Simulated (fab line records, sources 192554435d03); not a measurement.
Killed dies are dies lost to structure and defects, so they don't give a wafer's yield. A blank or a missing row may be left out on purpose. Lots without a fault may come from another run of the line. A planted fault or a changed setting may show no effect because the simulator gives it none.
Which tool did it? | flow n5_finfet | 24 lots, 72 wafers sampled, at 6 steps of a route of 1938

WHAT THE GAUGES READ, wafer by wafer
N5_FIN_SAQP_CD_MEAS_27: target cd 20 nm.
lot  | measured    | on        | cd_nm (nm)
L074 | day 2 00:40 | cd_sem-02 | 20.44 20.32 20.45
L075 | day 2 06:37 | cd_sem-02 | 20.27 20.02 20.34
L076 | day 2 13:31 | cd_sem-03 | 19.71 20.94 20.60
L077 | day 2 20:02 | cd_sem-01 | 20.37 20.47 20.49
L078 | day 2 23:56 | cd_sem-01 | 20.81 20.39 20.09
L079 | day 3 06:25 | cd_sem-03 | 19.81 19.92 20.35
L080 | day 3 11:17 | cd_sem-03 | 19.94 20.30 19.92
L081 | day 3 17:49 | cd_sem-03 | 20.11 20.04 20.36
L082 | day 4 02:10 | cd_sem-03 | 20.28 20.24 20.24
L083 | day 4 08:49 | cd_sem-03 | 20.09 20.29 20.18
L084 | day 4 12:25 | cd_sem-03 | 20.34 20.20 19.93
L085 | day 4 19:10 | cd_sem-03 | 20.67 19.67 20.04
L086 | day 5 00:02 | cd_sem-01 | 20.12 20.14 20.35
L087 | day 5 06:37 | cd_sem-02 | 20.16 20.16 20.30
L088 | day 5 14:59 | cd_sem-03 | 20.22 20.15 20.32
L089 | day 5 17:44 | cd_sem-01 | 20.09 20.26 20.28
L090 | day 5 23:41 | cd_sem-02 | 20.64 20.38 20.47
L091 | day 6 05:16 | cd_sem-03 | 20.05 20.23 20.27
L092 | day 6 11:43 | cd_sem-03 | 20.41 20.29 20.43
L093 | day 6 18:17 | cd_sem-02 | 20.35 20.20 20.42
L094 | day 7 01:08 | cd_sem-02 | 20.28 20.30 20.04
L095 | day 7 07:20 | cd_sem-02 | 20.63 20.15 20.38
L096 | day 7 15:47 | cd_sem-03 | 20.62 20.83 20.49
L097 | day 7 20:54 | cd_sem-02 | 20.03 20.44 20.53

N5_FIN_CUT_INSPECT_17: inspects for defects (brightfield).
lot  | measured    | on                | raw_defect_count
L074 | day 2 05:04 | defect_inspect-02 | 199 188 151
L075 | day 2 10:47 | defect_inspect-02 | 277 238 274
L076 | day 2 18:02 | defect_inspect-02 | 213 202 265
L077 | day 2 23:55 | defect_inspect-02 | 176 184 179
L078 | day 3 03:33 | defect_inspect-02 | 188 215 221
L079 | day 3 10:08 | defect_inspect-02 | 157 160 171
L080 | day 3 15:02 | defect_inspect-01 | 235 223 295
L081 | day 3 21:49 | defect_inspect-02 | 163 327 213
L082 | day 4 06:09 | defect_inspect-01 | 236 402 244
L083 | day 4 12:49 | defect_inspect-01 | 238 236 348
L084 | day 4 16:05 | defect_inspect-02 | 208 296 223
L085 | day 4 22:49 | defect_inspect-02 | 262 185 218
L086 | day 5 03:32 | defect_inspect-01 | 305 303 303
L087 | day 5 10:19 | defect_inspect-01 | 309 185 245
L088 | day 5 18:34 | defect_inspect-01 | 186 185 229
L089 | day 5 21:39 | defect_inspect-01 | 168 149 168
L090 | day 6 03:17 | defect_inspect-01 | 251 142 272
L091 | day 6 09:20 | defect_inspect-01 | 149 225 412
L092 | day 6 15:36 | defect_inspect-01 | 312 251 267
L093 | day 6 23:14 | defect_inspect-01 | 222 280 250
L094 | day 7 05:54 | defect_inspect-01 | 373 261 289
L095 | day 7 11:55 | defect_inspect-02 | 429 262 219
L096 | day 7 19:27 | defect_inspect-01 | 250 325 311
L097 | day 8 00:27 | defect_inspect-01 | 188 226 179

WHICH TOOL RAN EACH LOT (tool, then ch and the chambers of the sampled wafers, then the start)
lot  | N5_FIN_SAQP_DESCUM_21             | N5_FIN_SAQP_ETCH_51               | N5_FIN_SAQP_ETCH_52               | N5_FIN_SAQP_RECESS_63
L074 | rie_diel-05 ch 0,1,2, day 1 22:33 | rie_diel-05 ch 0,1,2, day 1 22:36 | rie_diel-05 ch 0,1,2, day 1 22:41 | vapor_etch-02 ch 0,1, day 2 01:03
L075 | rie_diel-04 ch 0,1,3, day 2 04:36 | rie_diel-04 ch 0,1,3, day 2 04:38 | rie_diel-04 ch 0,1,3, day 2 04:42 | vapor_etch-02 ch 0,1, day 2 06:58
L076 | rie_diel-05 ch 1,3, day 2 11:14   | rie_diel-05 ch 1,3, day 2 11:16   | rie_diel-05 ch 1,3, day 2 11:20   | vapor_etch-02 ch 0,1, day 2 13:49
L077 | rie_diel-03 ch 0,2,3, day 2 17:23 | rie_diel-03 ch 0,2,3, day 2 17:25 | rie_diel-03 ch 0,2,3, day 2 17:28 | vapor_etch-01 ch 0,1, day 2 20:25
L078 | rie_diel-05 ch 1,3, day 2 21:56   | rie_diel-05 ch 1,3, day 2 21:58   | rie_diel-05 ch 1,3, day 2 22:01   | vapor_etch-01 ch 0,1, day 3 00:12
L079 | rie_diel-05 ch 1,3, day 3 03:59   | rie_diel-05 ch 1,3, day 3 04:01   | rie_diel-05 ch 1,3, day 3 04:05   | vapor_etch-01 ch 1, day 3 06:42
L080 | rie_diel-04 ch 0,2,3, day 3 09:13 | rie_diel-04 ch 0,2,3, day 3 09:15 | rie_diel-04 ch 0,2,3, day 3 09:18 | vapor_etch-02 ch 0,1, day 3 11:34
L081 | rie_diel-04 ch 0,1,2, day 3 15:49 | rie_diel-04 ch 0,1,2, day 3 15:50 | rie_diel-04 ch 0,1,2, day 3 15:54 | vapor_etch-02 ch 0,1, day 3 18:12
L082 | rie_diel-04 ch 0,1,3, day 3 22:43 | rie_diel-04 ch 0,1,3, day 3 22:45 | rie_diel-04 ch 0,1,3, day 3 22:48 | vapor_etch-01 ch 0, day 4 02:26
L083 | rie_diel-04 ch 1,3, day 4 06:47   | rie_diel-04 ch 1,3, day 4 06:50   | rie_diel-04 ch 1,3, day 4 06:53   | vapor_etch-02 ch 0,1, day 4 09:12
L084 | rie_diel-05 ch 0,1,2, day 4 10:19 | rie_diel-05 ch 0,1,2, day 4 10:20 | rie_diel-05 ch 0,1,2, day 4 10:24 | vapor_etch-01 ch 0,1, day 4 12:48
L085 | rie_diel-05 ch 0,2, day 4 15:53   | rie_diel-05 ch 0,2, day 4 15:55   | rie_diel-05 ch 0,2, day 4 15:59   | vapor_etch-01 ch 0,1, day 4 19:26
L086 | rie_diel-04 ch 0,2,3, day 4 22:02 | rie_diel-04 ch 0,2,3, day 4 22:04 | rie_diel-04 ch 0,2,3, day 4 22:08 | vapor_etch-02 ch 0,1, day 5 00:19
L087 | rie_diel-04 ch 0,1,2, day 5 04:27 | rie_diel-04 ch 0,1,2, day 5 04:29 | rie_diel-04 ch 0,1,2, day 5 04:32 | vapor_etch-02 ch 0,1, day 5 06:53
L088 | rie_diel-03 ch 1,2, day 5 12:45   | rie_diel-03 ch 1,2, day 5 12:48   | rie_diel-03 ch 1,2, day 5 12:53   | vapor_etch-02 ch 0,1, day 5 15:18
L089 | rie_diel-04 ch 1,2,3, day 5 15:44 | rie_diel-04 ch 1,2,3, day 5 15:46 | rie_diel-04 ch 1,2,3, day 5 15:49 | vapor_etch-01 ch 0,1, day 5 18:07
L090 | rie_diel-05 ch 1,2, day 5 21:40   | rie_diel-05 ch 1,2, day 5 21:43   | rie_diel-05 ch 1,2, day 5 21:46   | vapor_etch-02 ch 0,1, day 6 00:04
L091 | rie_diel-03 ch 1,2,3, day 6 03:15 | rie_diel-03 ch 1,2,3, day 6 03:17 | rie_diel-03 ch 1,2,3, day 6 03:21 | vapor_etch-01 ch 0,1, day 6 05:32
L092 | rie_diel-04 ch 0,1,3, day 6 09:26 | rie_diel-04 ch 0,1,3, day 6 09:28 | rie_diel-04 ch 0,1,3, day 6 09:31 | vapor_etch-02 ch 0,1, day 6 12:01
L093 | rie_diel-04 ch 1,3, day 6 15:52   | rie_diel-04 ch 1,3, day 6 15:55   | rie_diel-04 ch 1,3, day 6 15:58   | vapor_etch-02 ch 0,1, day 6 18:56
L094 | rie_diel-03 ch 0,2,3, day 6 22:50 | rie_diel-03 ch 0,2,3, day 6 22:52 | rie_diel-03 ch 0,2,3, day 6 22:55 | vapor_etch-01 ch 0,1, day 7 01:25
L095 | rie_diel-05 ch 0,1,3, day 7 05:08 | rie_diel-05 ch 0,1,3, day 7 05:11 | rie_diel-05 ch 0,1,3, day 7 05:14 | vapor_etch-01 ch 1, day 7 07:37
L096 | rie_diel-03 ch 1,2, day 7 11:14   | rie_diel-03 ch 1,2, day 7 11:16   | rie_diel-03 ch 1,2, day 7 11:19   | vapor_etch-02 ch 0,1, day 7 16:14
L097 | rie_diel-05 ch 0,1,3, day 7 17:35 | rie_diel-05 ch 0,1,3, day 7 17:38 | rie_diel-05 ch 0,1,3, day 7 17:41 | vapor_etch-01 ch 0,1, day 7 21:15
- N5_FIN_SAQP_DESCUM_21: chemistry O2, time 7.9 s.
- N5_FIN_SAQP_ETCH_51: etches SiARC in CF4, target depth 45.5 nm, time 75.8 s.
- N5_FIN_SAQP_ETCH_52: etches SOC in N2/H2, target depth 100 nm, overetch 20 nm, time 150 s.
- N5_FIN_SAQP_RECESS_63: chemistry HF/NH3, target SiO2, target depth 18 nm, afs cycles 3, sublimation time 60 s.

WHAT THE TOOLS THEMSELVES READ (means of the sampled wafers that have a number; where no wafer has one, the mark that the record gives instead)
N5_FIN_SAQP_DESCUM_21.
lot  | tool        | drypump_motor_current_A (A) | oes_product_au (a.u.) | rf_vpp_V (V) | showerhead_plenum_p_Torr (Torr) | throttle_valve_pct (%)
L074 | rie_diel-05 | 5.5                         | 0.72                  | 242.9        | 2.10                            | 20.50
L075 | rie_diel-04 | 6.3                         | 0.76                  | 243.0        | 2.15                            | 20.58
L076 | rie_diel-05 | 5.6                         | 0.82                  | 243.6        | 2.15                            | 20.39
L077 | rie_diel-03 | 5.6                         | 0.82                  | 244.4        | 2.17                            | 20.49
L078 | rie_diel-05 | 5.6                         | 0.81                  | 244.5        | 2.15                            | 20.40
L079 | rie_diel-05 | 5.6                         | 0.80                  | 244.0        | 2.15                            | 20.40
L080 | rie_diel-04 | 6.2                         | 0.77                  | 244.0        | 2.12                            | 20.61
L081 | rie_diel-04 | 6.2                         | 0.75                  | 243.8        | 2.15                            | 20.64
L082 | rie_diel-04 | 6.3                         | 0.74                  | 243.3        | 2.15                            | 20.60
L083 | rie_diel-04 | 6.3                         | 0.76                  | 243.4        | 2.12                            | 20.64
L084 | rie_diel-05 | 5.5                         | 0.87                  | 244.6        | 2.18                            | 20.28
L085 | rie_diel-05 | 5.6                         | 0.92                  | 244.7        | 2.20                            | 20.13
L086 | rie_diel-04 | 6.2                         | 0.76                  | 243.2        | 2.12                            | 20.62
L087 | rie_diel-04 | 6.3                         | 0.73                  | 244.1        | 2.14                            | 20.65
L088 | rie_diel-03 | 5.7                         | 0.87                  | 244.2        | 2.16                            | 20.06
L089 | rie_diel-04 | 6.3                         | 0.74                  | 243.1        | 2.11                            | 20.68
L090 | rie_diel-05 | 5.5                         | 0.78                  | 243.9        | 2.16                            | 20.43
L091 | rie_diel-03 | 5.6                         | 0.80                  | 243.4        | 2.11                            | 20.28
L092 | rie_diel-04 | 6.3                         | 0.72                  | 243.5        | 2.14                            | 20.62
L093 | rie_diel-04 | 6.3                         | 0.74                  | 243.9        | 2.11                            | 20.67
L094 | rie_diel-03 | 5.6                         | 0.78                  | 243.3        | 2.16                            | 20.54
L095 | rie_diel-05 | 5.7                         | 0.81                  | 244.7        | 2.15                            | 20.31
L096 | rie_diel-03 | 5.6                         | 0.80                  | 243.6        | 2.07                            | 20.05
L097 | rie_diel-05 | 5.6                         | 0.82                  | 243.7        | 2.15                            | 20.32

N5_FIN_SAQP_ETCH_51.
lot  | tool        | drypump_motor_current_A (A) | etch_rf_on_time_s (s) | oes_product_au (a.u.) | rf_vpp_V (V) | showerhead_plenum_p_Torr (Torr) | throttle_valve_pct (%)
L074 | rie_diel-05 | 5.5                         | 75.4                  | 0.61                  | 184.7        | 2.15                            | 15.73
L075 | rie_diel-04 | 6.4                         | 75.1                  | 0.65                  | 185.2        | 2.20                            | 15.78
L076 | rie_diel-05 | 5.6                         | 75.3                  | 0.69                  | 185.2        | 2.19                            | 15.53
L077 | rie_diel-03 | 5.6                         | 75.6                  | 0.70                  | 184.9        | 2.21                            | 15.62
L078 | rie_diel-05 | 5.6                         | 73.9                  | 0.70                  | 184.3        | 2.19                            | 15.53
L079 | rie_diel-05 | 5.6                         | 74.5                  | 0.69                  | 184.7        | 2.19                            | 15.54
L080 | rie_diel-04 | 6.2                         | 75.6                  | 0.66                  | 185.3        | 2.17                            | 15.80
L081 | rie_diel-04 | 6.3                         | 75.6                  | 0.64                  | 184.8        | 2.19                            | 15.82
L082 | rie_diel-04 | 6.3                         | 75.1                  | 0.64                  | 184.0        | 2.19                            | 15.81
L083 | rie_diel-04 | 6.3                         | 74.7                  | 0.65                  | 184.5        | 2.17                            | 15.87
L084 | rie_diel-05 | 5.5                         | 74.7                  | 0.74                  | 184.3        | 2.23                            | 15.43
L085 | rie_diel-05 | 5.6                         | 74.5                  | 0.79                  | 185.1        | 2.25                            | 15.28
L086 | rie_diel-04 | 6.2                         | 76.2                  | 0.65                  | 184.3        | 2.17                            | 15.83
L087 | rie_diel-04 | 6.3                         | 76.2                  | 0.62                  | 184.8        | 2.19                            | 15.85
L088 | rie_diel-03 | 5.7                         | 73.5                  | 0.75                  | 184.3        | 2.20                            | 15.22
L089 | rie_diel-04 | 6.3                         | 74.9                  | 0.64                  | 184.4        | 2.16                            | 15.92
L090 | rie_diel-05 | 5.5                         | 76.6                  | 0.66                  | 185.3        | 2.21                            | 15.60
L091 | rie_diel-03 | 5.6                         | 75.1                  | 0.69                  | 184.2        | 2.16                            | 15.44
L092 | rie_diel-04 | 6.3                         | 75.2                  | 0.62                  | 184.0        | 2.19                            | 15.86
L093 | rie_diel-04 | 6.3                         | 74.1                  | 0.64                  | 183.9        | 2.16                            | 15.92
L094 | rie_diel-03 | 5.6                         | 76.1                  | 0.66                  | 184.7        | 2.20                            | 15.68
L095 | rie_diel-05 | 5.7                         | 74.6                  | 0.70                  | 184.7        | 2.19                            | 15.46
L096 | rie_diel-03 | 5.6                         | 75.2                  | 0.68                  | 183.8        | 2.12                            | 15.23
L097 | rie_diel-05 | 5.6                         | 74.8                  | 0.69                  | 184.5        | 2.19                            | 15.47

N5_FIN_SAQP_ETCH_52.
lot  | tool        | drypump_motor_current_A (A) | oes_product_au (a.u.) | rf_vpp_V (V) | showerhead_plenum_p_Torr (Torr) | throttle_valve_pct (%)
L074 | rie_diel-05 | 5.5                         | 0.64                  | 524.7        | 2.55                            | 17.90
L075 | rie_diel-04 | 6.4                         | 0.68                  | 525.3        | 2.61                            | 17.95
L076 | rie_diel-05 | 5.6                         | 0.73                  | 525.9        | 2.61                            | 17.78
L077 | rie_diel-03 | 5.7                         | 0.73                  | 526.0        | 2.63                            | 17.82
L078 | rie_diel-05 | 5.6                         | 0.72                  | 525.4        | 2.60                            | 17.77
L079 | rie_diel-05 | 5.6                         | 0.72                  | 526.0        | 2.60                            | 17.78
L080 | rie_diel-04 | 6.2                         | 0.69                  | 525.5        | 2.58                            | 18.05
L081 | rie_diel-04 | 6.3                         | 0.67                  | 525.6        | 2.61                            | 18.06
L082 | rie_diel-04 | 6.3                         | 0.67                  | 525.2        | 2.61                            | 17.98
L083 | rie_diel-04 | 6.3                         | 0.68                  | 524.7        | 2.58                            | 18.03
L084 | rie_diel-05 | 5.5                         | 0.77                  | 527.8        | 2.65                            | 17.62
L085 | rie_diel-05 | 5.6                         | 0.82                  | 527.8        | 2.67                            | 17.45
L086 | rie_diel-04 | 6.2                         | 0.68                  | 524.9        | 2.58                            | 18.09
L087 | rie_diel-04 | 6.3                         | 0.65                  | 525.2        | 2.60                            | 18.09
L088 | rie_diel-03 | 5.6                         | 0.78                  | 525.0        | 2.61                            | 17.41
L089 | rie_diel-04 | 6.3                         | 0.66                  | 525.0        | 2.57                            | 18.13
L090 | rie_diel-05 | 5.5                         | 0.70                  | 526.2        | 2.63                            | 17.85
L091 | rie_diel-03 | 5.6                         | 0.72                  | 524.6        | 2.56                            | 17.64
L092 | rie_diel-04 | 6.3                         | 0.65                  | 524.9        | 2.60                            | 18.03
L093 | rie_diel-04 | 6.3                         | 0.66                  | 524.9        | 2.57                            | 18.06
L094 | rie_diel-03 | 5.7                         | 0.69                  | 525.9        | 2.62                            | 17.87
L095 | rie_diel-05 | 5.7                         | 0.73                  | 525.4        | 2.61                            | 17.65
L096 | rie_diel-03 | 5.5                         | 0.71                  | 523.1        | 2.52                            | 17.45
L097 | rie_diel-05 | 5.6                         | 0.72                  | 525.8        | 2.60                            | 17.66

N5_FIN_SAQP_RECESS_63.
lot  | tool          | drypump_motor_current_A (A)
L074 | vapor_etch-02 | 5.7
L075 | vapor_etch-02 | 5.4
L076 | vapor_etch-02 | 5.4
L077 | vapor_etch-01 | 5.3
L078 | vapor_etch-01 | 5.3
L079 | vapor_etch-01 | 5.0
L080 | vapor_etch-02 | 5.4
L081 | vapor_etch-02 | 5.4
L082 | vapor_etch-01 | 5.4
L083 | vapor_etch-02 | 5.4
L084 | vapor_etch-01 | 5.2
L085 | vapor_etch-01 | 5.2
L086 | vapor_etch-02 | 5.8
L087 | vapor_etch-02 | 5.4
L088 | vapor_etch-02 | 5.8
L089 | vapor_etch-01 | 5.1
L090 | vapor_etch-02 | 5.4
L091 | vapor_etch-01 | 5.3
L092 | vapor_etch-02 | 5.7
L093 | vapor_etch-02 | 5.4
L094 | vapor_etch-01 | 5.3
L095 | vapor_etch-01 | 5.1
L096 | vapor_etch-02 | 5.4
L097 | vapor_etch-01 | 5.3

THE ANSWER, worked out from the rows above alone
Rule: what is usual is taken from the lots themselves. Put in order of their means at a reading, lots are off if they are a third of the lots or fewer, leave a main group of 4 or more, and stand apart from it by a gap of 3 or more times the standard deviation of the main group's means; of several such gaps the widest counts. A main group whose means are all the same, to the digits that the tables above print for the reading, isn't used. A lot without any number at a reading at which 4 lots or more have one is off too. The other lots that the step has rows for count as sound. The gauges are gone through in route order, then the tools' own readings, and for those a lot's mean is taken as printed above. The first step at which some lot is off is used, and at that step the reading that is off furthest; a lot without a number counts as furthest.
No lot is off at any reading shown: from this, nothing can be told.

WHAT THE SIMULATOR HAD PUT IN
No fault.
